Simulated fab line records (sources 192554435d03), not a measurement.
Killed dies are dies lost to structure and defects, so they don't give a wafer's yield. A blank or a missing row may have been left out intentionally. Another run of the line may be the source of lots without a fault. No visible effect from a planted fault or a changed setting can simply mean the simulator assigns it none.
fab line records	flow n5Finfet
[record] lots = 11	wafers = 33	lastDay = 17
route steps=1938 shown BEOL_M4@1088 PAD_METAL@1896 PASSIVATION@1908
lots that met no fault: from a run of the same line without faults
startH: the number of hours between the record's first day and the start of the first shown wafer of the lot	waitH: hours elapsed since this lot's preceding step	" the same as in the row above	L1.1+2: several wafers, shown together as one row	- no value, or no start was given	* or withheld: withheld	< > ~ a bound
route shown NAME@n: a module of which the file shows steps, and the number in the route of the first	usual: mean/standard deviation taken from wafers without a fault	same: alike in all rows	chamber/n: place in a boat	sites: per-site readings	_std_site: their standard deviation	_edge_site: mean of outer sites minus mean of inner sites	radiusMm: for every site, how far away it sits from the centre of the wafer	mask NAME#n: copy n	behind: tool/chamber where the wafer was last shaped	hold: why the lot went on hold/how many hours it stayed there/how the hold came to an end	device: transistor that didn't switch, given as n, p or np	end of line: at the end of the route, the tests of the same wafers	a step given without rows: its recipe and nothing more	killed: at the first sort, the dies lost to defects and structure; wafer yield is something else	map: shows each die of a wafer: x if killed, . if not, _ if none is there
set.NAME: the run value of the setting; set.NAME@STEP: its run value at that earlier step	model.NAME: the simulator's own value behind a step, which no gauge read
one table for each step of the route and one row for each wafer, over a sample of lots
services: the hour from which a tool's chamber was out of use, counted from the record's first day as startH (under 0 if before that day), plus the number of hours and why
[[steps]]
[step N5_BEOL_M4_SPUTTER_81]
[recipe] material = Cu	targetThkA = 45	tempC = -20	chamberPressurePa = 0.07	powerW = withheld	timeS = 8.29
[usual] chuckGasFlowSccm = 1.28/0.054	substrateTempC = -20.00/0.1	throttleValvePct = 30.1/0.64
lot.wafer	tool	chamber	startH	waitH	chuckGasFlowSccm	substrateTempC	throttleValvePct
L550.2	pvdSputter-02	-	173.12	0.1	1.22	-19.93	29.4
L550.3	"	-	"	"	1.31	-20.07	30.0
L550.5	"	-	"	"	1.21	-19.96	30.2
L552.1	pvdSputter-03	-	176.53	0.1	1.24	-19.88	28.9
L552.2	"	-	"	"	1.31	-19.99	30.9
L552.5	"	-	"	"	1.31	-20.05	28.7
L551.2	pvdSputter-01	-	181.43	0.1	1.29	-20.18	30.1
L551.3	"	-	"	"	1.24	-19.93	30.6
L551.4	"	-	"	"	1.28	-19.95	30.4
L553.1	pvdSputter-03	-	187.16	0.1	1.30	-19.99	29.1
L553.2	"	-	"	"	1.25	-20.06	30.8
L553.3	"	-	"	"	1.42	-19.76	30.2
L555.1	pvdSputter-03	-	199.43	0.1	1.23	-20.03	28.6
L555.4	"	-	"	"	1.35	-19.91	30.6
L555.5	"	-	"	"	1.29	-20.19	30.5
L561.1	pvdSputter-03	-	244.45	0.1	1.28	-19.93	28.6
L561.2	"	-	"	"	1.32	-19.98	30.8
L561.3	"	-	"	"	1.31	-20.00	30.1
L567.2	pvdSputter-01	-	254.13	0.1	1.29	-20.12	30.6
L567.3	"	-	"	"	1.26	-19.95	29.5
L567.6	"	-	"	"	1.22	-20.02	30.7
L566.3	pvdSputter-01	-	257.16	0.1	1.25	-19.93	30.6
L566.4	"	-	"	"	1.35	-20.09	30.2
L566.5	"	-	"	"	1.24	-20.10	29.4
L570.1	pvdSputter-02	-	286.25	0.1	1.29	-19.85	30.2
L570.2	"	-	"	"	1.20	-19.95	30.2
L570.4	"	-	"	"	1.28	-20.01	29.3
L573.1	pvdSputter-01	-	307.44	0.1	1.28	-20.15	29.5
L573.4	"	-	"	"	1.27	-20.04	30.4
L573.6	"	-	"	"	1.33	-20.02	30.3
L572.2	pvdSputter-03	-	307.55	0.1	1.29	-20.31	31.1
L572.5	"	-	"	"	1.25	-20.03	30.7
L572.6	"	-	"	"	1.32	-20.10	30.1
[step N5_PASSIVATION_AL_DEP_21]
[recipe] material = Al	targetThkA = 28000	tempC = 400	timeS = 170	powerW = 30000	chamberPressurePa = 0.4	gas = Ar
[usual] substrateTempC = 399.96/0.22	throttleValvePct = 30.1/0.71
lot.wafer	tool	chamber	startH	waitH	substrateTempC	throttleValvePct
L552.1	pvdSputter-01	-	271.78	0.1	400.09	30.5
L552.2	"	-	"	"	400.20	29.4
L552.5	"	-	"	"	400.10	30.6
L550.2	pvdSputter-01	-	276.44	0.1	399.98	30.8
L550.3	"	-	"	"	400.02	30.4
L550.5	"	-	"	"	399.82	29.8
L551.2	pvdSputter-02	-	278.38	0.1	399.82	30.1
L551.3	"	-	"	"	399.50	29.1
L551.4	"	-	"	"	399.85	30.9
L553.1	pvdSputter-02	-	293.28	0.1	400.02	30.8
L553.2	"	-	"	"	400.14	29.9
L553.3	"	-	"	"	400.15	30.3
L555.1	pvdSputter-03	-	303.90	0.1	399.94	30.2
L555.4	"	-	"	"	400.04	28.8
L555.5	"	-	"	"	400.13	30.7
L561.1	pvdSputter-02	-	351.10	0.1	400.24	29.0
L561.2	"	-	"	"	400.38	30.1
L561.3	"	-	"	"	399.90	30.7
L567.2	pvdSputter-02	-	356.97	0.1	400.13	30.0
L567.3	"	-	"	"	400.25	31.0
L567.6	"	-	"	"	399.84	29.9
L566.3	pvdSputter-01	-	360.81	0.1	400.23	29.7
L566.4	"	-	"	"	399.82	30.8
L566.5	"	-	"	"	400.16	29.2
L570.1	pvdSputter-03	-	387.56	0.1	400.29	28.8
L570.2	"	-	"	"	400.26	30.1
L570.4	"	-	"	"	399.80	30.8
L572.2	pvdSputter-03	-	405.52	0.1	399.90	28.9
L572.5	"	-	"	"	400.05	30.6
L572.6	"	-	"	"	399.93	28.8
L573.1	pvdSputter-02	-	406.85	0.1	399.89	30.1
L573.4	"	-	"	"	399.77	31.0
L573.6	"	-	"	"	399.94	29.3
[step N5_PASSIVATION_DESCUM_32]
[recipe] chemistry = O2	timeS = 7.9	sourcePowerW = 50	biasPowerW = 20	pressureMtorr = 20	rfFrequencyHz = 2.712e+07	tempC = 40	o2FlowSccm = 225
[usual] drypumpMotorCurrentA = 5.7/0.32	oesProductAu = 0.83/0.11	rfVppV = 243.1/1.4	showerheadPlenumPTorr = 2.09/0.074	throttleValvePct = 20.37/0.27
lot.wafer	tool	chamber	startH	waitH	drypumpMotorCurrentA	oesProductAu	rfHoursCounterH	rfVppV	showerheadPlenumPTorr	throttleValvePct
L552.1	rieDiel-06	1	272.46	0.0	5.4	0.71	238	242.4	2.07	20.87
L552.2	"	3	"	"	5.2	0.73	199	241.9	1.99	20.25
L552.5	"	0	"	"	5.8	0.71	-	243.5	2.16	20.59
L550.2	rieDiel-06	3	277.33	0.2	5.2	0.73	202	239.5	1.99	20.25
L550.3	"	2	"	"	6.3	0.90	29	245.6	2.22	20.17
L550.5	"	0	"	"	5.8	0.71	-	244.6	2.16	20.59
L551.2	rieDiel-02	0	278.94	0.0	5.6	0.68	251	244.0	2.07	20.48
L551.3	"	1	"	"	5.8	0.69	245	246.3	2.15	20.70
L551.4	"	2	"	"	5.4	1.00	5	244.0	2.04	19.86
L553.1	rieDiel-02	2	293.84	0.0	5.4	0.97	11	242.5	2.04	19.87
L553.2	"	3	"	"	5.6	0.70	253	242.3	2.06	20.95
L553.3	"	1	"	"	5.9	0.70	252	244.9	2.14	20.72
L555.1	rieDiel-02	3	304.67	0.1	5.6	0.70	257	242.5	2.06	20.97
L555.4	"	2	"	"	5.4	0.96	-	242.2	2.04	19.90
L555.5	"	3	"	"	5.6	0.70	-	242.6	2.06	20.96
L561.1	rieDiel-02	2	351.66	0.0	5.4	0.92	40	242.3	2.03	19.94
L561.2	"	1	"	"	5.9	0.96	9	243.8	2.14	20.31
L561.3	"	0	"	"	5.6	0.91	19	242.9	2.06	20.25
L567.2	rieDiel-06	1	357.66	0.0	5.5	0.94	13	240.2	2.06	20.44
L567.3	"	0	"	"	5.8	0.68	245	243.7	2.14	20.64
L567.6	"	2	"	"	6.3	0.85	-	245.6	2.21	20.22
L566.3	rieDiel-06	0	361.90	0.6	5.8	0.68	248	243.4	2.14	20.64
L566.4	"	2	"	"	6.3	0.86	58	245.7	2.21	20.23
L566.5	"	0	"	"	5.8	0.68	-	244.1	2.14	20.62
L570.1	rieDiel-06	1	388.24	0.0	5.5	0.91	25	242.0	2.06	20.47
L570.2	"	2	"	"	6.3	0.84	69	244.5	2.20	20.23
L570.4	"	2	"	"	6.3	0.83	-	243.6	2.20	20.24
L572.2	rieDiel-06	1	406.17	0.1	5.4	0.89	35	241.8	2.06	20.49
L572.5	"	2	"	"	6.3	0.82	-	244.3	2.20	20.25
L572.6	"	0	"	"	5.8	0.95	-	243.4	2.14	20.17
L573.1	rieDiel-03	2	407.63	0.2	6.1	0.84	44	241.7	2.04	20.03
L573.4	"	0	"	"	5.5	0.70	232	240.7	1.96	20.46
L573.6	"	0	"	"	5.6	0.71	-	241.0	1.96	20.47
[step N5_PASSIVATION_CD_MEAS_44]
[recipe] targetCdNm = 40000	landingEnergyEv = 500	detector = seInlens
[usual] cdNm = 40000/3.1
lot.wafer	tool	chamber	startH	waitH	cdNm
L552.1	cdSem-03	0	274.11	-	39997
L552.2	"	0	"	"	40002
L552.5	"	0	"	"	40003
L550.2	cdSem-03	0	279.13	-	40001
L550.3	"	0	"	"	40000
L550.5	"	0	"	"	40001
L551.2	cdSem-03	0	280.63	-	40003
L551.3	"	0	"	"	40001
L551.4	"	0	"	"	40002
L553.1	cdSem-02	0	295.61	-	40000
L553.2	"	0	"	"	40001
L553.3	"	0	"	"	39994
L555.1	cdSem-01	0	306.32	-	40004
L555.4	"	0	"	"	40000
L555.5	"	0	"	"	40002
L561.1	cdSem-02	0	353.38	-	40002
L561.2	"	0	"	"	40004
L561.3	"	0	"	"	40005
L567.2	cdSem-03	0	359.47	-	39992
L567.3	"	0	"	"	40001
L567.6	"	0	"	"	40001
L566.3	cdSem-03	0	364.18	-	40005
L566.4	"	0	"	"	40006
L566.5	"	0	"	"	40000
L570.1	cdSem-02	0	390.03	-	39997
L570.2	"	0	"	"	39998
L570.4	"	0	"	"	39994
L572.2	cdSem-03	0	407.82	-	39997
L572.5	"	0	"	"	39997
L572.6	"	0	"	"	39999
L573.1	cdSem-03	0	409.28	-	39996
L573.4	"	0	"	"	39995
L573.6	"	0	"	"	39996
[step N5_PASSIVATION_PROBE_49]
[usual] defectLimitedYield = 91.4/1.5	killed_at_M0_to_M3 = 34/12	killed_at_M4_up = 12/4.9	killedAtContacts = 13/7.2	killedAtFrontEnd = 39/12	killedAtOther = 3.7/2.9	killedDies = 101/18	killedOpen = 67/14	killedShort = 33/7.2	sort_bin_5_function = 5.1/0.97	sort_bin_6_memory = 3.2/0.67	sortNPass = 1079/17	sortYieldPct = 91.4/1.5
[same] grossDies = 1180	killedAtBackSide = 0	sort_bin_4_leakage[%] = 0	sort_bin_8_speed[%] = 0
lot.wafer	tool	chamber	startH	waitH	defectLimitedYield[%]	killed_at_M0_to_M3	killed_at_M4_up	killedAtContacts	killedAtFrontEnd	killedAtOther	killedDies	killedOpen	killedShort	sort_bin_5_function[%]	sort_bin_6_memory[%]	sortNPass	sortYieldPct[%]
L561.1	prober-02	-	356.61	0.0	93.0	24	20	4	35	0	83	58	24	4.1	2.6	1097	93.0
L561.2	prober-02	-	356.66	0.1	79.8	33	147	15	40	3	238	68	34	14.4	3.7	942	79.8
L561.3	prober-02	-	356.71	0.1	92.8	17	19	17	28	4	85	60	25	3.8	3.0	1095	92.8
// killed by level:class
L561.1 BEOL_M1:geometricParticle:open=12 BEOL_M4:geometricParticle:open=11 FIN_SAQP:geometricParticle:open=8 GATE_CUT:geometricParticle:short=6 DUMMY_GATE:geometricParticle:open=5 BEOL_M0_SAQP:geometricParticle:short=5 FIN_SAQP:geometricParticle:short=4 STI_FIN_REVEAL:geometricParticle:open=4
L561.2 BEOL_M4:unspecified=133 BEOL_M0_SAQP:geometricParticle:short=11 BEOL_M4:geometricParticle:open=10 MOL_CONTACT_COAG:geometricParticle:open=10 BEOL_M0_SAQP:geometricParticle:open=9 FIN_SAQP:geometricParticle:open=8 STI_FIN_REVEAL:geometricParticle:open=7 GATE_CUT:geometricParticle:short=5
L561.3 MOL_CONTACT_COAG:geometricParticle:open=15 BEOL_M4:geometricParticle:open=10 STI_FIN_REVEAL:geometricParticle:open=9 GATE_CUT:geometricParticle:short=6 BEOL_M0_SAQP:geometricParticle:short=5 BEOL_M3:geometricParticle:open=5 GATE_CUT:geometricParticle:open=4 BEOL_M5:geometricParticle:open=4
[[services]]
tool	chamber	startH	hours	kind
pvdSputter-01	-	151.43	3.4	repair
rieDiel-06	2	165.55	-	clean
rieDiel-06	2	165.55	-	consumableReplace:focusRing
rieDiel-06	2	165.55	-	consumableReplace:showerhead
rieDiel-06	2	165.55	25.6	scheduledDown
rieDiel-06	2	165.55	25.6	ventCycle
rieDiel-02	3	185.18	6.4	repair
rieDiel-03	3	225.89	3.9	repair
rieDiel-02	2	241.87	-	clean
rieDiel-02	2	241.87	-	consumableReplace:focusRing
rieDiel-06	2	279.68	6.7	repair
rieDiel-06	1	303.13	-	clean
rieDiel-06	1	303.13	-	consumableReplace:focusRing
rieDiel-06	1	303.13	17.1	scheduledDown
rieDiel-06	1	303.13	17.1	ventCycle
rieDiel-03	-	355.55	2.2	repair
rieDiel-06	0	368.38	-	clean
rieDiel-06	0	368.38	-	consumableReplace:focusRing
rieDiel-06	0	368.38	24.9	scheduledDown
rieDiel-06	0	368.38	24.9	ventCycle
rieDiel-06	3	393.29	-	clean
rieDiel-06	3	393.29	-	consumableReplace:focusRing
rieDiel-06	3	393.29	-	consumableReplace:showerhead
rieDiel-03	0	395.92	5.6	repair
[[key]]
[firstSign] step = N5_PASSIVATION_PROBE_49	reading = killed_at_M4_up	direction = up	sigmas = 27	usual = 12	struck = 147
[effect] step = N5_PASSIVATION_PROBE_49	reading = defectLimitedYield	direction = down	sigmas = 7.8	usual = 91.4	struck = 79.8
[moreKillsBornAt] N5_BEOL_M4_SPUTTER_81@pvdSputter-03 = 133
metAt N5_BEOL_M4_SPUTTER_81
struckLots L561
struckWafers L561.2
notActingAt N5_PASSIVATION_AL_DEP_21,N5_PASSIVATION_DESCUM_32,N5_PASSIVATION_CD_MEAS_44
onsetBetween 199.43 244.45
[fault] kind = chamberParticleSource	tool = pvdSputter-03	chamber = -	onsetH = 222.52	steps = N5_BEOL_M4_SPUTTER_81	ratePerVisitCm2 = 0.99454	endH = 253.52	scope = struckWafersOnly
